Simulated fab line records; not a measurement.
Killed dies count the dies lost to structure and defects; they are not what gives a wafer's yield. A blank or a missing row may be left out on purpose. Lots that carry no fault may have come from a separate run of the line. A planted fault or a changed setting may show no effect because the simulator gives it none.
Which of the tools did it? / flow nandHarc / 33 wafers from 11 lots sampled at 6 of the route's 1302 steps

WHAT THE GAUGES READ, wafer by wafer
NHARC_A_SIN_REMOVE_INSPECT_04.
lot=L461; measured=day 20 10:52; on=defectInspect-01; rawDefectCount=263 403 368
lot=L465; measured=day 22 22:17; on=defectInspect-01; rawDefectCount=417 506 516
lot=L469; measured=day 23 04:52; on=defectInspect-02; rawDefectCount=337 365 435
lot=L468; measured=day 23 09:32; on=defectInspect-02; rawDefectCount=1368 1454 1374
lot=L470; measured=day 24 03:02; on=defectInspect-02; rawDefectCount=1362 1344 1384
lot=L477; measured=day 26 23:16; on=defectInspect-02; rawDefectCount=288 344 325
lot=L479; measured=day 27 22:28; on=defectInspect-02; rawDefectCount=397 325 394
lot=L480; measured=day 28 15:25; on=defectInspect-01; rawDefectCount=368 278 378
lot=L481; measured=day 28 18:25; on=defectInspect-01; rawDefectCount=304 353 392
lot=L483; measured=day 29 18:51; on=defectInspect-02; rawDefectCount=371 403 307
lot=L484; measured=day 30 00:40; on=defectInspect-01; rawDefectCount=452 379 346

NHARC_END_SORT_01.
lot=L468; measured=day 27 22:22; on=prober-02; killedAtArray=131 151 133; killedAtOther=5 0 1; killedAtPeriphery=3 2 1; killedDies=139 153 135; killedOpen=2 0 1; killedShort=3 0 1
lot=L470; measured=day 28 05:19; on=prober-01; killedAtArray=104 132 147; killedAtOther=3 0 0; killedAtPeriphery=6 5 2; killedDies=113 137 149; killedOpen=3 3 3; killedShort=2 0 2

EACH LOT AND THE TOOL THAT RAN IT (in order: tool; ch and the chambers of the sampled wafers; start)
lot=L461; NHARC_A_SGD_CUT_STRIP_28=rieDiel-10 ch 1,3, day 19 21:58 or earlier; NHARC_A_SLIT_DESCUM_14=rieDiel-11 ch 0,2,3, day 19 21:58; NHARC_A_SLIT_PRECLEAN_19=wetBench-09 ch 4,6,7, day 20 04:08; NHARC_A_WL_FILL_RTA_01=rtpAnneal-01 ch 0, day 20 12:35
lot=L465; NHARC_A_SGD_CUT_STRIP_28=rieDiel-13 ch 0,1, day 22 08:45 or earlier; NHARC_A_SLIT_DESCUM_14=rieDiel-03 ch 1,2, day 22 08:45; NHARC_A_SLIT_PRECLEAN_19=wetBench-02 ch 1,2,3, day 22 15:34; NHARC_A_WL_FILL_RTA_01=rtpAnneal-01 ch 0, day 22 22:40
lot=L469; NHARC_A_SGD_CUT_STRIP_28=rieDiel-13 ch 1,3, day 22 15:56 or earlier; NHARC_A_SLIT_DESCUM_14=rieDiel-11 ch 1,2,3, day 22 15:56; NHARC_A_SLIT_PRECLEAN_19=wetBench-02 ch 2,3,4, day 22 22:03; NHARC_A_WL_FILL_RTA_01=rtpAnneal-02 ch 0, day 23 05:13
lot=L468; NHARC_A_SGD_CUT_STRIP_28=rieDiel-10 ch 0,3, day 22 18:52 or earlier; NHARC_A_SLIT_DESCUM_14=rieDiel-11 ch 1,3, day 22 18:52; NHARC_A_SLIT_PRECLEAN_19=wetBench-02 ch 0,4,7, day 23 01:50; NHARC_A_WL_FILL_RTA_01=rtpAnneal-01 ch 0, day 23 09:54
lot=L470; NHARC_A_SGD_CUT_STRIP_28=rieDiel-13 ch 0,1,2, day 23 14:07 or earlier; NHARC_A_SLIT_DESCUM_14=rieDiel-11 ch 0,3, day 23 14:07; NHARC_A_SLIT_PRECLEAN_19=wetBench-02 ch 1,3,6, day 23 20:19; NHARC_A_WL_FILL_RTA_01=rtpAnneal-02 ch 0, day 24 03:22
lot=L477; NHARC_A_SGD_CUT_STRIP_28=rieDiel-07 ch 1,2,3, day 26 10:20 or earlier; NHARC_A_SLIT_DESCUM_14=rieDiel-03 ch 0,2,3, day 26 10:20; NHARC_A_SLIT_PRECLEAN_19=wetBench-02 ch 2,3,5, day 26 16:31; NHARC_A_WL_FILL_RTA_01=rtpAnneal-01 ch 0, day 26 23:46
lot=L479; NHARC_A_SGD_CUT_STRIP_28=rieDiel-10 ch 0,1,3, day 27 03:27; NHARC_A_SLIT_DESCUM_14=rieDiel-04 ch 0,1,3, day 27 10:35; NHARC_A_SLIT_PRECLEAN_19=wetBench-02 ch 3,4,5, day 27 16:44; NHARC_A_WL_FILL_RTA_01=rtpAnneal-02 ch 0, day 27 22:53
lot=L480; NHARC_A_SGD_CUT_STRIP_28=rieDiel-10 ch 0,3, day 28 02:28 or earlier; NHARC_A_SLIT_DESCUM_14=rieDiel-03 ch 0,1,3, day 28 02:28; NHARC_A_SLIT_PRECLEAN_19=wetBench-03 ch 3,4,5, day 28 08:37; NHARC_A_WL_FILL_RTA_01=rtpAnneal-02 ch 0, day 28 15:45
lot=L481; NHARC_A_SGD_CUT_STRIP_28=rieDiel-07 ch 2,3, day 28 02:38 or earlier; NHARC_A_SLIT_DESCUM_14=rieDiel-11 ch 1,2, day 28 02:38; NHARC_A_SLIT_PRECLEAN_19=wetBench-02 ch 2,6,7, day 28 11:40; NHARC_A_WL_FILL_RTA_01=rtpAnneal-02 ch 0, day 28 18:46
lot=L483; NHARC_A_SGD_CUT_STRIP_28=rieDiel-07 ch 2,3, day 28 20:53 or earlier; NHARC_A_SLIT_DESCUM_14=rieDiel-04 ch 0,2,3, day 28 20:53; NHARC_A_SLIT_PRECLEAN_19=wetBench-09 ch 0,1,6, day 29 12:07; NHARC_A_WL_FILL_RTA_01=rtpAnneal-02 ch 0, day 29 19:11
lot=L484; NHARC_A_SGD_CUT_STRIP_28=rieDiel-07 ch 1,2,3, day 29 10:08 or earlier; NHARC_A_SLIT_DESCUM_14=rieDiel-04 ch 0,1,3, day 29 10:08; NHARC_A_SLIT_PRECLEAN_19=wetBench-02 ch 3,6,7, day 29 16:14; NHARC_A_WL_FILL_RTA_01=rtpAnneal-01 ch 0, day 30 01:00
- NHARC_A_SGD_CUT_STRIP_28: strips in O2, time 20 s.
- NHARC_A_SLIT_DESCUM_14: chemistry O2, time 3 s.
- NHARC_A_SLIT_PRECLEAN_19: cleans in SC1.
- NHARC_A_WL_FILL_RTA_01: time 5 s.

AS READ BY THE TOOLS THEMSELVES (means over the sampled wafers that have a number; for cases with no such wafer, the mark the record gives instead)
NHARC_A_SGD_CUT_STRIP_28.
lot=L461; tool=rieDiel-10; drypumpMotorCurrentA (A)=6.1; oesProductAu (a.u.)=0.999; rfVppV (V)=58.7; showerheadPlenumPTorr (Torr)=3.62; throttleValvePct (%)=17.040
lot=L465; tool=rieDiel-13; drypumpMotorCurrentA (A)=5.8; oesProductAu (a.u.)=1.009; rfVppV (V)=57.7; showerheadPlenumPTorr (Torr)=3.55; throttleValvePct (%)=17.030
lot=L469; tool=rieDiel-13; drypumpMotorCurrentA (A)=5.5; oesProductAu (a.u.)=0.992; rfVppV (V)=57.9; showerheadPlenumPTorr (Torr)=3.47; throttleValvePct (%)=17.038
lot=L468; tool=rieDiel-10; drypumpMotorCurrentA (A)=6.1; oesProductAu (a.u.)=0.993; rfVppV (V)=57.3; showerheadPlenumPTorr (Torr)=3.66; throttleValvePct (%)=17.044
lot=L470; tool=rieDiel-13; drypumpMotorCurrentA (A)=5.8; oesProductAu (a.u.)=0.993; rfVppV (V)=57.8; showerheadPlenumPTorr (Torr)=3.49; throttleValvePct (%)=17.042
lot=L477; tool=rieDiel-07; drypumpMotorCurrentA (A)=5.5; oesProductAu (a.u.)=1.019; rfVppV (V)=57.7; showerheadPlenumPTorr (Torr)=3.51; throttleValvePct (%)=17.043
lot=L479; tool=rieDiel-10; drypumpMotorCurrentA (A)=5.8; oesProductAu (a.u.)=1.004; rfVppV (V)=58.0; showerheadPlenumPTorr (Torr)=3.59; throttleValvePct (%)=17.029
lot=L480; tool=rieDiel-10; drypumpMotorCurrentA (A)=6.1; oesProductAu (a.u.)=1.003; rfVppV (V)=58.2; showerheadPlenumPTorr (Torr)=3.65; throttleValvePct (%)=17.038
lot=L481; tool=rieDiel-07; drypumpMotorCurrentA (A)=5.7; oesProductAu (a.u.)=1.003; rfVppV (V)=56.7; showerheadPlenumPTorr (Torr)=3.50; throttleValvePct (%)=17.039
lot=L483; tool=rieDiel-07; drypumpMotorCurrentA (A)=5.7; oesProductAu (a.u.)=1.009; rfVppV (V)=58.0; showerheadPlenumPTorr (Torr)=3.50; throttleValvePct (%)=17.033
lot=L484; tool=rieDiel-07; drypumpMotorCurrentA (A)=5.5; oesProductAu (a.u.)=1.002; rfVppV (V)=58.0; showerheadPlenumPTorr (Torr)=3.51; throttleValvePct (%)=17.033

NHARC_A_SLIT_DESCUM_14.
lot=L461; tool=rieDiel-11; drypumpMotorCurrentA (A)=5.9; oesProductAu (a.u.)=1.007; rfVppV (V)=58.3; showerheadPlenumPTorr (Torr)=1.95; throttleValvePct (%)=11.313
lot=L465; tool=rieDiel-03; drypumpMotorCurrentA (A)=5.7; oesProductAu (a.u.)=1.011; rfVppV (V)=57.4; showerheadPlenumPTorr (Torr)=1.92; throttleValvePct (%)=11.314
lot=L469; tool=rieDiel-11; drypumpMotorCurrentA (A)=5.7; oesProductAu (a.u.)=0.984; rfVppV (V)=58.0; showerheadPlenumPTorr (Torr)=1.96; throttleValvePct (%)=11.311
lot=L468; tool=rieDiel-11; drypumpMotorCurrentA (A)=5.1; oesProductAu (a.u.)=0.991; rfVppV (V)=57.2; showerheadPlenumPTorr (Torr)=1.99; throttleValvePct (%)=11.313
lot=L470; tool=rieDiel-11; drypumpMotorCurrentA (A)=5.5; oesProductAu (a.u.)=1.011; rfVppV (V)=57.9; showerheadPlenumPTorr (Torr)=2.00; throttleValvePct (%)=11.301
lot=L477; tool=rieDiel-03; drypumpMotorCurrentA (A)=5.4; oesProductAu (a.u.)=1.013; rfVppV (V)=57.7; showerheadPlenumPTorr (Torr)=2.01; throttleValvePct (%)=11.312
lot=L479; tool=rieDiel-04; drypumpMotorCurrentA (A)=5.5; oesProductAu (a.u.)=1.011; rfVppV (V)=58.5; showerheadPlenumPTorr (Torr)=2.04; throttleValvePct (%)=11.311
lot=L480; tool=rieDiel-03; drypumpMotorCurrentA (A)=5.7; oesProductAu (a.u.)=0.997; rfVppV (V)=58.0; showerheadPlenumPTorr (Torr)=1.96; throttleValvePct (%)=11.306
lot=L481; tool=rieDiel-11; drypumpMotorCurrentA (A)=5.5; oesProductAu (a.u.)=0.985; rfVppV (V)=59.0; showerheadPlenumPTorr (Torr)=1.94; throttleValvePct (%)=11.317
lot=L483; tool=rieDiel-04; drypumpMotorCurrentA (A)=5.8; oesProductAu (a.u.)=1.008; rfVppV (V)=58.6; showerheadPlenumPTorr (Torr)=2.03; throttleValvePct (%)=11.317
lot=L484; tool=rieDiel-04; drypumpMotorCurrentA (A)=5.5; oesProductAu (a.u.)=1.004; rfVppV (V)=59.2; showerheadPlenumPTorr (Torr)=2.04; throttleValvePct (%)=11.313

NHARC_A_SLIT_PRECLEAN_19.
lot=L461 tool=wetBench-09 sc1H2o2EndMolL=0.3697
lot=L465 tool=wetBench-02 sc1H2o2EndMolL=0.3692
lot=L469 tool=wetBench-02 sc1H2o2EndMolL=0.3705
lot=L468 tool=wetBench-02 sc1H2o2EndMolL=0.3704
lot=L470 tool=wetBench-02 sc1H2o2EndMolL=0.3703
lot=L477 tool=wetBench-02 sc1H2o2EndMolL=0.3694
lot=L479 tool=wetBench-02 sc1H2o2EndMolL=0.3698
lot=L480 tool=wetBench-03 sc1H2o2EndMolL=0.3698
lot=L481 tool=wetBench-02 sc1H2o2EndMolL=0.3701
lot=L483 tool=wetBench-09 sc1H2o2EndMolL=0.3697
lot=L484 tool=wetBench-02 sc1H2o2EndMolL=0.3695

NHARC_A_WL_FILL_RTA_01.
lot=L461; tool=rtpAnneal-01; lampPowerPct (%)=29.3; lamp_zone_1_pct (%)=29.4; wafer_temp_C_max=1008.3
lot=L465; tool=rtpAnneal-01; lampPowerPct (%)=29.3; lamp_zone_1_pct (%)=29.4; wafer_temp_C_max=1008.6
lot=L469; tool=rtpAnneal-02; lampPowerPct (%)=32.4; lamp_zone_1_pct (%)=32.4; wafer_temp_C_max=1004.3
lot=L468; tool=rtpAnneal-01; lampPowerPct (%)=29.4; lamp_zone_1_pct (%)=29.3; wafer_temp_C_max=1006.6
lot=L470; tool=rtpAnneal-02; lampPowerPct (%)=32.5; lamp_zone_1_pct (%)=32.4; wafer_temp_C_max=1004.8
lot=L477; tool=rtpAnneal-01; lampPowerPct (%)=29.3; lamp_zone_1_pct (%)=29.4; wafer_temp_C_max=1006.6
lot=L479; tool=rtpAnneal-02; lampPowerPct (%)=32.5; lamp_zone_1_pct (%)=32.5; wafer_temp_C_max=1004.8
lot=L480; tool=rtpAnneal-02; lampPowerPct (%)=32.5; lamp_zone_1_pct (%)=32.4; wafer_temp_C_max=1004.2
lot=L481; tool=rtpAnneal-02; lampPowerPct (%)=32.4; lamp_zone_1_pct (%)=32.4; wafer_temp_C_max=1005.1
lot=L483; tool=rtpAnneal-02; lampPowerPct (%)=32.5; lamp_zone_1_pct (%)=32.4; wafer_temp_C_max=1006.4
lot=L484; tool=rtpAnneal-01; lampPowerPct (%)=29.3; lamp_zone_1_pct (%)=29.3; wafer_temp_C_max=1008.5

THE ANSWER, worked out from the rows above alone
Rule: usual is defined by the lots themselves. Put in order of their means at a reading, lots are off if they are a third of the lots or fewer, leave a main group of 4 or more, and stand apart from it by a gap of 3 or more times the standard deviation of the main group's means; of several such gaps the widest counts. Not used: any main group whose means are identical at the precision the tables above print for the reading. Also off: a lot with no number at a reading for which 4 or more lots have one. The other lots that the step has rows for count as sound. The gauges are gone through in route order, then the tools' own readings, and for those a lot's mean is taken as printed above. At the first step where some lot is off, the reading lying furthest off is the one used; lots without a number count as furthest.
Off at NHARC_A_SIN_REMOVE_INSPECT_04 (rawDefectCount): L468, L470. The main group has a mean of 371 with a standard deviation of 44.
If a tool, at a process step before that reading, ran all the lots that are off and no sound lot after the first of them, it fits. Gauges at NHARC_A_SIN_REMOVE_INSPECT_04: tried the same way as those tools. NHARC_A_SGD_CUT_STRIP_28 gives no start for some lots, so the hours and the order of its lots are those of NHARC_A_SLIT_DESCUM_14. No candidate that was tried fits.

WHAT THE SIMULATOR PUT IN
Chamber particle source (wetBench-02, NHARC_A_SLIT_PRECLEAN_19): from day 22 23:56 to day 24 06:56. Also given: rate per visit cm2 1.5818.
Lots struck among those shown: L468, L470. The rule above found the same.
